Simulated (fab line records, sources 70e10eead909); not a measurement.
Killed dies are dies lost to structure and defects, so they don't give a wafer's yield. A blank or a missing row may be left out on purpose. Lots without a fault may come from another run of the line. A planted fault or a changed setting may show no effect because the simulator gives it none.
fab line records | flow nand_harc
record lots=11 wafers=33 last_day=34
route steps=1302 shown A_BONDPAD@1216 END@1302
lots that met no fault: from a run of the same line without faults
start_h: hours from the record's first day to the start of the lot's first wafer shown | wait_h: hours since the lot's step before | " the same as in the row above | L1.1+2: a row that stands for several wafers | - no value, or no start given | * or withheld: withheld | < > ~ a bound
route shown NAME@n: a module of which the file shows steps, and the number in the route of the first | usual: mean/standard deviation of fault-free wafers | same: alike in all rows | chamber/n: place in a boat | sites: the reading at each site | _std_site: their standard deviation | _edge_site: outer sites' mean less inner sites' | radius_mm: how far each site lies from the wafer's centre | mask NAME#n: copy n | behind: the tool/chamber that last shaped the wafer | hold: why the lot was held/for how many hours/how that ended | device: the transistor (n, p or np) that didn't switch | end of line: the same wafers' tests at the end of the route | a step without rows: its recipe alone | killed: dies lost to structure and defects at the first sort, not the wafer's yield | map: a wafer's dies, x killed, . not, _ none there
set.NAME: the setting as run; set.NAME@STEP: as run at that earlier step | model.NAME: the simulator's own value behind a step, which no gauge read
steps of the route over a sample of lots; a table a step, a row a wafer
services: from which hour (start_h, from the record's first day; less than 0 if before it) a tool's chamber was out of use, for how many hours, and why
## steps
# step NHARC_A_BONDPAD_OVL_MEAS_35
# usual overlay_x_nm=0/5.9 overlay_y_nm=0/4.9
# columns lot.wafer tool chamber start_h wait_h overlay_x_nm overlay_y_nm
L411.2 overlay-02 - 529.77 - 7 3
L411.3 " - " " 7 2
L411.5 " - " " 7 3
L413.4 overlay-02 - 561.42 - -12 3
L413.5 " - " " -11 3
L413.6 " - " " -12 3
L418.1 overlay-01 - 602.00 - 1 -9
L418.4 " - " " 1 -9
L418.6 " - " " 1 -9
L421.2 overlay-01 - 621.07 - 1 2
L421.4 " - " " 1 1
L421.6 " - " " 1 1
L423.1 overlay-02 - 641.61 - -10 2
L423.3 " - " " -9 2
L423.5 " - " " -10 2
L426.1 overlay-01 - 667.95 - -8 4
L426.3 " - " " -8 3
L426.4 " - " " -8 3
L425.2 overlay-01 - 669.54 - -6 -5
L425.4 " - " " -6 -6
L425.6 " - " " -5 -5
L429.3 overlay-02 - 720.21 - 1 -8
L429.4 " - " " 2 -7
L429.6 " - " " 1 -7
L430.1 overlay-01 - 721.59 - -1 13
L430.3 " - " " -2 13
L430.5 " - " " -1 13
L433.2 overlay-02 - 770.60 - 3 2
L433.5 " - " " 3 1
L433.6 " - " " 3 3
L434.2 overlay-01 - 773.81 - 2 -4
L434.3 " - " " 2 -4
L434.6 " - " " 2 -4
# step NHARC_A_BONDPAD_ETCH_12
# recipe target_depth_a=2200 time_s=110 chf3_flow_sccm=50 o2_flow_sccm=10 ar_flow_sccm=200 rf_w=500 bias_w=200 chemistry=CHF3/O2
# usual bias_w=200.1/0.53 drypump_motor_current_A=5.9/0.34 oes_product_au=0.942/0.022 rf_vpp_V=371.4/2.4 showerhead_plenum_p_Torr=2.44/0.1 throttle_valve_pct=20.572/0.0099
# same time_s=110
# columns lot.wafer tool chamber start_h wait_h bias_w drypump_motor_current_A oes_product_au rf_hours_counter_h rf_vpp_V showerhead_plenum_p_Torr throttle_valve_pct
L411.2 rie_diel-03 3 - - 199.8 6.5 0.926 8 374.7 2.48 20.564
L411.3 " 1 " " 201.5 6.2 0.927 8 373.6 2.50 20.564
L411.5 " 2 " " 200.4 5.9 0.935 - 369.8 2.34 20.567
L413.4 rie_diel-12 2 - - 199.6 6.3 0.960 1 369.8 2.36 20.578
L413.5 " 3 " " 200.0 5.4 0.952 - 374.6 2.57 20.580
L413.6 " 0 " " 200.6 6.1 0.967 - 374.0 2.53 20.586
L418.4 rie_diel-12 1 - - 199.7 5.8 0.921 4 369.5 2.33 20.550
L418.1 " 3 " " 200.7 5.4 0.930 4 374.9 2.57 20.571
L418.6 " 1 " " 200.4 5.8 0.923 - 368.7 2.33 20.592
L421.2 rie_diel-12 1 - - 199.4 5.7 0.921 4 369.3 2.33 20.556
L421.4 " 2 " " 199.5 6.3 0.925 3 369.0 2.36 20.584
L421.6 " 2 " " 200.0 6.4 0.922 - 370.4 2.36 20.573
L423.3 rie_diel-12 1 - - 200.3 5.8 0.973 0 369.1 2.33 20.571
L423.1 " 0 " " 200.1 6.1 0.969 0 373.1 2.53 20.594
L423.5 " 1 " " 199.6 5.8 0.968 - 369.5 2.33 20.563
L426.3 rie_diel-12 3 - - 199.4 5.4 0.969 2 374.5 2.57 20.561
L426.4 " 0 " " 199.7 6.1 0.956 2 373.3 2.53 20.569
L426.1 " 1 " " 200.0 5.8 0.968 2 368.8 2.33 20.581
L425.4 rie_diel-12 1 - - 199.8 5.8 0.960 2 367.6 2.33 20.588
L425.2 " 2 " " 199.7 6.3 0.977 2 370.2 2.36 20.582
L425.6 " 1 " " 200.7 5.8 0.945 - 370.3 2.33 20.571
L429.3 rie_diel-03 2 - - 199.7 5.9 0.929 11 370.0 2.33 20.577
L429.4 " 1 " " 200.5 6.2 0.932 11 372.3 2.49 20.580
L429.6 " 3 " " 200.5 6.5 0.923 - 371.5 2.47 20.581
L430.1 rie_diel-12 2 - - 199.8 6.3 0.951 3 369.8 2.36 20.570
L430.3 " 1 " " 200.6 5.7 0.961 3 368.7 2.33 20.588
L430.5 " 3 " " 200.6 5.4 0.949 - 373.4 2.56 20.558
L433.2 rie_diel-11 0 - - 199.1 5.3 0.925 51 373.7 2.58 20.585
L433.5 " 1 " " 200.4 5.7 0.939 - 368.2 2.28 20.573
L433.6 " 2 " " 199.6 5.8 0.930 - 374.2 2.56 20.574
L434.2 rie_diel-12 2 - - 200.4 6.3 0.923 4 369.6 2.36 20.578
L434.3 " 3 " " 200.1 5.4 0.925 4 375.4 2.57 20.568
L434.6 " 0 " " 200.8 6.1 0.929 - 373.9 2.53 20.560
# step NHARC_A_BONDPAD_ANNEAL_28
# recipe temp_c=225 time_s=90
# usual wafer_temp_C_max=225.74/0.22
# same time_s=90
# columns lot.wafer tool chamber start_h wait_h wafer_temp_C_max
L411.2 rtp_anneal-02 0 531.69 0.3 225.91
L411.3 " 0 " " 225.60
L411.5 " 0 " " 225.80
L413.4 rtp_anneal-01 0 563.38 0.3 225.63
L413.5 " 0 " " 225.73
L413.6 " 0 " " 225.40
L418.1 rtp_anneal-02 0 603.96 0.3 225.77
L418.4 " 0 " " 225.65
L418.6 " 0 " " 225.62
L421.2 rtp_anneal-02 0 622.92 0.3 225.24
L421.4 " 0 " " 225.61
L421.6 " 0 " " 225.63
L423.1 rtp_anneal-02 0 643.40 - 225.55
L423.3 " 0 " " 225.85
L423.5 " 0 " " 225.99
L426.1 rtp_anneal-01 0 669.75 - 225.86
L426.3 " 0 " " 225.92
L426.4 " 0 " " 225.67
L425.2 rtp_anneal-02 0 671.38 - 225.38
L425.4 " 0 " " 225.74
L425.6 " 0 " " 225.31
L429.3 rtp_anneal-01 0 722.11 0.3 225.81
L429.4 " 0 " " 225.37
L429.6 " 0 " " 225.51
L430.1 rtp_anneal-02 0 723.38 - 225.58
L430.3 " 0 " " 225.85
L430.5 " 0 " " 225.81
L433.2 rtp_anneal-02 0 772.49 0.3 226.03
L433.5 " 0 " " 225.88
L433.6 " 0 " " 226.28
L434.2 rtp_anneal-01 0 775.76 0.5 225.92
L434.3 " 0 " " 225.92
L434.6 " 0 " " 225.96
# step NHARC_A_BONDPAD_CMP_19
# recipe t_overpolish_s=30 cu_recess_touch_s=16 target_thk_nm=169.82
# usual cu_recess_touch_s=16/0 edge_zone_pressure_frac=1.000/0.0048 motor_current_A=11.9/1.6 overpolish_run_s=30.001/0.0094
# columns lot.wafer tool chamber start_h wait_h cu_recess_touch_s edge_zone_pressure_frac motor_current_A overpolish_run_s
L411.2 cmp-01 3 531.98 - 16 1.005 13.1 30.000
L411.3 " 2 " " 16 1.004 12.5 30.004
L411.5 " 3 " " 16 0.998 13.3 29.996
L413.4 cmp-02 3 563.57 - 16 1.000 10.2 29.987
L413.5 " 3 " " 16 1.003 9.8 30.005
L413.6 " 0 " " 16 0.999 12.8 30.008
L418.1 cmp-02 2 604.30 - 16 1.004 10.6 30.002
L418.4 " 3 " " 16 1.002 10.1 29.989
L418.6 " 2 " " 16 0.999 10.5 29.986
L421.4 cmp-01 1 623.25 - 16 0.987 11.2 29.997
L421.2 " 2 " " 16 0.999 12.9 29.991
L421.6 " 0 " " 16 0.993 15.0 30.019
L423.3 cmp-02 1 643.83 - 16 1.000 10.0 29.991
L423.1 " 2 " " 16 1.000 11.4 29.988
L423.5 " 0 " " 16 1.005 13.4 30.014
L426.1 cmp-01 1 670.09 - - - - -
L426.4 " 2 " " - - - -
L426.3 " 0 " " - - - -
L425.4 cmp-01 2 671.68 - - - - -
L425.2 " 3 " " - - - -
L425.6 " 3 " " - - - -
L429.3 cmp-01 1 722.38 - 16 1.004 11.4 29.987
L429.4 " 2 " " 16 1.001 13.4 30.013
L429.6 " 0 " " 16 1.000 13.9 30.007
L430.1 cmp-01 1 723.76 - 16 0.993 11.0 29.991
L430.3 " 3 " " 16 1.007 12.6 29.978
L430.5 " 0 " " 16 0.996 13.8 29.989
L433.2 cmp-01 3 772.88 - 16 1.005 12.9 29.967
L433.5 " 0 " " 16 0.998 14.7 30.013
L433.6 " 1 " " 16 1.004 10.6 30.005
L434.2 cmp-02 1 776.05 - 16 1.004 10.4 30.002
L434.3 " 0 " " 16 1.006 12.5 30.001
L434.6 " 2 " " 16 1.007 10.8 30.003
# step NHARC_A_BONDPAD_THK_MEAS_20
# recipe thk_meas_gauge=xrf
# usual thk_nm=169.6/1.6
# columns lot.wafer tool chamber start_h wait_h thk_nm
L411.2 film_metro-01 - 532.31 - 172.8
L411.3 " - " " 171.7
L411.5 " - " " 171.0
L413.4 film_metro-02 - 563.89 - 173.9
L413.5 " - " " 171.4
L413.6 " - " " 171.5
L418.1 film_metro-02 - 604.63 - 171.1
L418.4 " - " " 170.1
L418.6 " - " " 170.6
L421.2 film_metro-01 - 623.54 - 165.9
L421.4 " - " " 166.8
L421.6 " - " " 167.6
L423.1 film_metro-02 - 644.10 - 169.7
L423.3 " - " " 169.8
L423.5 " - " " 170.5
L426.1 film_metro-01 - 670.41 0.3 396.2
L426.3 " - " " 403.4
L426.4 " - " " 396.1
L425.2 film_metro-02 - 672.00 0.3 406.9
L425.4 " - " " 406.1
L425.6 " - " " 401.9
L429.3 film_metro-02 - 722.67 - 170.0
L429.4 " - " " 168.7
L429.6 " - " " 166.7
L430.1 film_metro-01 - 724.06 - 168.6
L430.3 " - " " 168.7
L430.5 " - " " 169.2
L433.2 film_metro-01 - 773.11 - 170.5
L433.5 " - " " 167.8
L433.6 " - " " 170.2
L434.2 film_metro-01 - 776.38 - 169.0
L434.3 " - " " 169.5
L434.6 " - " " 171.3
# step NHARC_A_BONDPAD_INSPECT_23
# usual raw_defect_count=572/120
# columns lot.wafer tool chamber start_h wait_h raw_defect_count
L411.2 defect_inspect-01 - 532.51 0.0 365
L411.3 " - " " 420
L411.5 " - " " 474
L413.4 defect_inspect-01 - 564.10 0.1 510
L413.5 " - " " 418
L413.6 " - " " 581
L418.1 defect_inspect-01 - 604.86 0.0 693
L418.4 " - " " 673
L418.6 " - " " 632
L421.2 defect_inspect-01 - 623.74 0.0 501
L421.4 " - " " 558
L421.6 " - " " 605
L423.1 defect_inspect-02 - 644.30 0.0 735
L423.3 " - " " 538
L423.5 " - " " 469
L426.1 defect_inspect-01 - 670.63 0.0 3218
L426.3 " - " " 3290
L426.4 " - " " 3311
L425.2 defect_inspect-02 - 672.21 0.0 3356
L425.4 " - " " 3196
L425.6 " - " " 3293
L429.3 defect_inspect-01 - 722.88 0.0 698
L429.4 " - " " 581
L429.6 " - " " 756
L430.1 defect_inspect-01 - 724.28 0.0 530
L430.3 " - " " 375
L430.5 " - " " 493
L433.2 defect_inspect-02 - 773.33 0.0 368
L433.5 " - " " 516
L433.6 " - " " 533
L434.2 defect_inspect-01 - 776.63 0.0 487
L434.3 " - " " 836
L434.6 " - " " 468
# step NHARC_END_SORT_01
# recipe temp_c=25
# usual defect_limited_yield=90.1/2.4 killed_at_array=62/16 killed_at_other=0.8/1.1 killed_at_periphery=4/3.2 killed_dies=67/16 killed_open=3.5/1.9 killed_short=2.1/1.5
# same gross_dies=677
# columns lot.wafer tool chamber start_h wait_h defect_limited_yield[%] killed_at_array killed_at_other killed_at_periphery killed_dies killed_open killed_short
L413.4 prober-02 0 596.47 3.4 96.6 17 2 4 23 3 4
L413.5 prober-02 0 597.27 3.7 94.7 26 5 5 36 3 0
L413.6 prober-02 0 598.06 4.0 95.7 24 3 2 29 3 3
L426.1 prober-02 0 698.02 2.5 0 672 0 5 677 5 4
L426.3 prober-02 0 699.60 3.1 0 674 0 3 677 4 0
L426.4 prober-02 0 700.38 3.4 0 674 0 3 677 5 6
L425.2 prober-01 0 698.84 2.8 0 675 1 1 677 3 1
L425.4 prober-01 0 700.44 3.4 0 673 1 3 677 2 2
L425.6 prober-01 0 702.03 4.0 0 671 5 1 677 3 2
# killed by level:class
L413.4 A_CHANNEL_HOLE_D2:chamber_film_flake=8 P_GATE:chamber_film_flake=3 A_M1:chamber_film_flake=2 THIN_TSV:chamber_film_flake=2 P_CONTACT:geometric_particle:open=1 A_ONON_D1:geometric_particle:open=1 A_ONON_D1:geometric_particle:short=1 A_CHANNEL_FILL_D1:geometric_particle:short=1
L413.5 A_CHANNEL_HOLE_D2:chamber_film_flake=8 A_CONTACT:chamber_film_flake=6 THIN_TSV:chamber_film_flake=5 A_M1:chamber_film_flake=4 P_GATE:chamber_film_flake=3 A_CHANNEL_HOLE_D1:chamber_film_flake=3 A_ONON_D1:geometric_particle:open=1 A_CHANNEL_FILL_D2:geometric_particle:open=1
L413.6 A_M1:chamber_film_flake=7 A_CHANNEL_HOLE_D2:chamber_film_flake=5 A_CONTACT:chamber_film_flake=3 THIN_TSV:chamber_film_flake=3 A_SOURCE_PLATE:geometric_particle:open=1 A_ONON_D2:geometric_particle:short=1 A_CHANNEL_FILL_D2:geometric_particle:short=1 A_CONTACT:geometric_particle:open=1
L426.1 A_BONDPAD:area_cmp=611 A_CHANNEL_HOLE_D1:chamber_film_flake=34 A_CONTACT:chamber_film_flake=10 A_DECK1_JOINT:chamber_film_flake=3 P_GATE:chamber_film_flake=2 A_SLIT:chamber_film_flake=2 A_STAIRCASE:chamber_film_flake=2 A_WL_FILL:chamber_film_flake=2
L425.2 A_BONDPAD:area_cmp=625 A_SLIT:chamber_film_flake=30 A_CHANNEL_HOLE_D2:chamber_film_flake=9 A_CONTACT:chamber_film_flake=4 A_CHANNEL_HOLE_D1:chamber_film_flake=3 P_GATE:geometric_particle:short=1 A_CHANNEL_FILL_D1:geometric_particle:open=1 A_SLIT:geometric_particle:open=1
L426.3 A_BONDPAD:area_cmp=617 A_CHANNEL_HOLE_D1:chamber_film_flake=33 A_STAIRCASE:chamber_film_flake=8 A_CONTACT:chamber_film_flake=7 P_GATE:chamber_film_flake=3 A_SLIT:chamber_film_flake=3 A_SOURCE_PLATE:geometric_particle:open=1 A_ONON_D1:geometric_particle:open=1
L426.4 A_BONDPAD:area_cmp=610 A_CHANNEL_HOLE_D1:chamber_film_flake=37 A_CONTACT:chamber_film_flake=6 A_CHANNEL_FILL_D1:chamber_film_flake=4 A_ONON_D1:geometric_particle:short=2 A_SLIT:chamber_film_flake=2 A_DECK1_JOINT:chamber_film_flake=2 A_STAIRCASE:chamber_film_flake=2
L425.4 A_BONDPAD:area_cmp=613 A_SLIT:chamber_film_flake=28 A_CHANNEL_HOLE_D2:chamber_film_flake=17 A_CONTACT:chamber_film_flake=8 P_GATE:chamber_film_flake=2 A_CHANNEL_HOLE_D1:chamber_film_flake=2 A_ONON_D2:geometric_particle:open=1 A_CHANNEL_HOLE_D2:geometric_particle:open=1
L425.6 A_BONDPAD:area_cmp=608 A_SLIT:chamber_film_flake=27 A_CHANNEL_HOLE_D2:chamber_film_flake=14 A_CONTACT:chamber_film_flake=9 A_CHANNEL_HOLE_D1:chamber_film_flake=4 A_STAIRCASE:chamber_film_flake=4 THIN_TSV:chamber_film_flake=3 A_CHANNEL_FILL_D2:geometric_particle:short=2
## services
# columns tool chamber start_h hours kind
cmp-02 - 526.73 4.0 pm
cmp-02 - 537.07 0.8 repair
rie_diel-12 1 538.50 3.1 repair
cmp-01 - 539.27 0.8 repair
rie_diel-12 2 547.00 10.7 repair
rie_diel-12 1 575.73 5.0 repair
cmp-01 - 577.60 4.0 pm
cmp-01 - 585.13 32.6 repair
cmp-02 - 615.40 1.0 repair
rie_diel-12 - 622.40 9.0 pm
cmp-02 - 624.73 4.0 pm
cmp-02 - 632.70 6.1 repair
cmp-02 - 658.10 1.3 repair
cmp-02 - 667.35 1.7 repair
cmp-01 - 675.60 4.0 pm
cmp-02 - 681.62 1.8 repair
cmp-01 - 714.72 0.8 repair
cmp-02 - 715.23 4.7 repair
cmp-02 - 722.73 4.0 pm
cmp-02 - 732.21 0.8 repair
rtp_anneal-02 - 744.01 12.0 pm
rie_diel-12 2 749.35 18.5 repair
cmp-02 - 773.13 0.7 repair
cmp-01 - 773.60 4.0 pm
## key
first_sign step=NHARC_A_BONDPAD_CMP_19 reading=tool_record direction=missing
effect step=NHARC_A_BONDPAD_THK_MEAS_20 reading=thk_nm direction=up sigmas=99+ usual=169.6 struck=401.8
effect step=NHARC_A_BONDPAD_INSPECT_23 reading=raw_defect_count direction=up sigmas=23 usual=572 struck=3277
effect step=NHARC_END_SORT_01 reading=killed_at_array direction=up sigmas=38 usual=62 struck=673
more_kills_born_at NHARC_A_BONDPAD_CMP_19@cmp-01=3684
met_at NHARC_A_BONDPAD_CMP_19
struck_lots L425,L426
later_rows_left_out L425.2,L425.4,L425.6,L426.1,L426.3,L426.4
not_acting_at NHARC_A_BONDPAD_OVL_MEAS_35,NHARC_A_BONDPAD_ETCH_12,NHARC_A_BONDPAD_ANNEAL_28
onset_between 623.25 670.09
fault kind=skipped_step_whole tool=cmp-01 chamber=- onset_h=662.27 steps=NHARC_A_BONDPAD_CMP_19 scope=struck_lots_only
# later_rows_left_out: the simulator's readings of these wafers behind a module that went badly wrong aren't trusted and aren't shown, but for the sort
